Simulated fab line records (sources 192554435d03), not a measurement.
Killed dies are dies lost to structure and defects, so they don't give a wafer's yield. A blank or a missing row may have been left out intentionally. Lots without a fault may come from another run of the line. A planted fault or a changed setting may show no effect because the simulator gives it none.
A struck lot beside a sound one + flow n5_finfet + 26 out of 1938 route steps
Sound: wafers L599.3, L599.5, L599.6. Struck: wafer L594.2; the same lot's L594.4 was not struck, so it is left out; see the end for the cause.
For every step that has rows: the tool of each side, followed by ch and its chambers, followed by its first start. Under that, the readings that differ: sound wafers + struck wafers + difference of the means + sigmas: that difference in standard deviations of wafers without a fault.
alike: a reading whose means differ by less than 2 such deviations, as well as words and numbers matching on both sides. not compared: withheld readings; readings where some wafer has no value; bounds like >300 that might hide an equal value; numbers whose values overlap and for which the record gives no deviation.
The two part at a step that has a row with sigmas, a row that says differs or no value, or rows on one side only. When numbers do not overlap yet have no deviation, they are printed without sigmas and do not part them. Lack of a reading on every wafer of one side parts them only where that side has two or more wafers.

first, 9 steps without rows for these wafers: N5_MIM_BOT_LITHO_HARDBAKE_09 (time 120 s); N5_MIM_BOT_LITHO_DESCUM_10 (chemistry O2, time 7.9 s); N5_MIM_BOT_ETCH_ETCH_04 (etches SiNx in CF4/O2, target depth 26 nm, time 13 s); N5_MIM_BOT_ETCH_ETCH_03 (etches the open film in Cl2/BCl3, target depth 12 nm); N5_MIM_BOT_ETCH_ETCH_00 (etches TiN in Cl2/BCl3, target depth 45.5 nm); N5_MIM_BOT_ETCH_STRIP_01 (strips in O2); N5_MIM_BOT_ETCH_STRIP_02 (strips in post etch residue remover, time 1200 s); N5_MIM_BOT_ETCH_CLEAN_05 (cleans in IPA, time 180 s); N5_MIM_BOT_ETCH_SRD_06 (time 30 s).
N5_PASSIVATION_PECVD_55: deposits SiO2 from SiH4/N2O, target thk 400 nm, time 22.5 s.
  sound on pecvd-02 ch 1,2, day 16 17:08; struck on pecvd-01 ch 2, day 16 01:09
| reading                                        | sound           | struck | difference | sigmas |
|------------------------------------------------|-----------------|--------|------------|--------|
| model.SiO2_of_PASSIVATION_PECVD_55.thk_nm (nm) | 405.8 410 411.2 | 285.4  | -123.6     |        |
  alike: heater_power_w, showerhead_plenum_p_Torr, throttle_valve_pct
  not compared: rf_fwd_power_W
then, 11 steps without rows for these wafers: N5_PASSIVATION_PECVD_01 (deposits SiNx from SiH4/NH3/N2, target thk 200 nm, time 43.2 s); N5_PASSIVATION_HMDS_03 (time 60 s); N5_PASSIVATION_COAT_04; N5_PASSIVATION_EBR_06; N5_PASSIVATION_SOFTBAKE_05 (time 90 s); N5_PASSIVATION_EXPOSE_07 (exposes mask TV, defocus 0 nm, target cd 3000 nm); N5_PASSIVATION_PEB_08; N5_PASSIVATION_DEVELOP_09 (develop time 60 s); N5_PASSIVATION_HARDBAKE_11 (time 120 s); N5_PASSIVATION_DESCUM_12 (chemistry O2, time 7.9 s); N5_PASSIVATION_PASS_ETCH_74 (etches SiNx in CF4/O2, target depth 220 nm, time 110 s).
N5_PASSIVATION_VIA_ETCH_13: etches SiO2 in CHF3/O2, target depth 660 nm, time 330 s.
  sound on rie_diel-01 ch 1,2,3, day 16 17:55; struck on rie_diel-06 ch 1, day 16 02:12
| reading                         | sound          | struck | difference | sigmas |
|---------------------------------|----------------|--------|------------|--------|
| etch_rf_on_time_s (s)           | 237 240 241    | 173    | -66        | -14    |
| oes_product_au (a.u.)           | 0.72 0.62 0.75 | 0.85   | +0.15      | +2     |
| showerhead_plenum_p_Torr (Torr) | 2.33 2.39 2.34 | 2.59   | +0.24      | +3     |
| model.TV_OPEN.cd_offset_nm (nm) | 0.4 1.6 1.2    | 4.4    | +3.3       |        |
  alike: drypump_motor_current_A, rf_fwd_power_W, rf_vpp_V, throttle_valve_pct
  not compared: rf_hours_counter_h, model.coat_of_PASSIVATION_COAT_04.thk_nm
then, 1 step without rows for these wafers: N5_PASSIVATION_STRIP_14 (strips in O2).
N5_PASSIVATION_ETCH_15: etches SiCN in CF4/N2, target depth 75 nm, time 81.2 s.
  sound: rie_diel-01 ch 1,2,3; struck: rie_diel-06 ch 1
| reading                         | sound          | struck | difference | sigmas |
|---------------------------------|----------------|--------|------------|--------|
| oes_product_au (a.u.)           | 0.80 0.71 0.82 | 0.95   | +0.17      | +2     |
| showerhead_plenum_p_Torr (Torr) | 2.12 2.18 2.14 | 2.37   | +0.22      | +3     |
| model.TV_OPEN.cd_offset_nm (nm) | 0.4 1.6 1      | 4.4    | +3.4       |        |
  alike: drypump_motor_current_A, rf_fwd_power_W, rf_vpp_V, throttle_valve_pct
  not compared: rf_hours_counter_h
then, 1 step without rows for these wafers: N5_PASSIVATION_STRIP_73 (strips in post etch residue remover, time 60 s).
N5_PASSIVATION_PROBE_49:
  sound: prober-02 at day 17 00:05; struck: prober-02 at day 16 08:39
| reading                | sound    | struck | difference | sigmas |
|------------------------|----------|--------|------------|--------|
| sort_bin_4_leakage (%) | 0 0 0.17 | 0      | +0         | -4     |
  alike: defect_limited_yield, killed_at_M0_to_M3, killed_at_M4_up, killed_at_contacts, killed_at_front_end, killed_at_other, killed_dies, killed_on_rim, killed_open, killed_short, sort_bin_5_function, sort_bin_6_memory, sort_n_pass, sort_yield_pct

== WHERE THEY PART ==
At N5_PASSIVATION_VIA_ETCH_13 first; at N5_PASSIVATION_PROBE_49 last (within this record only).

WHY: the cause the simulator had injected
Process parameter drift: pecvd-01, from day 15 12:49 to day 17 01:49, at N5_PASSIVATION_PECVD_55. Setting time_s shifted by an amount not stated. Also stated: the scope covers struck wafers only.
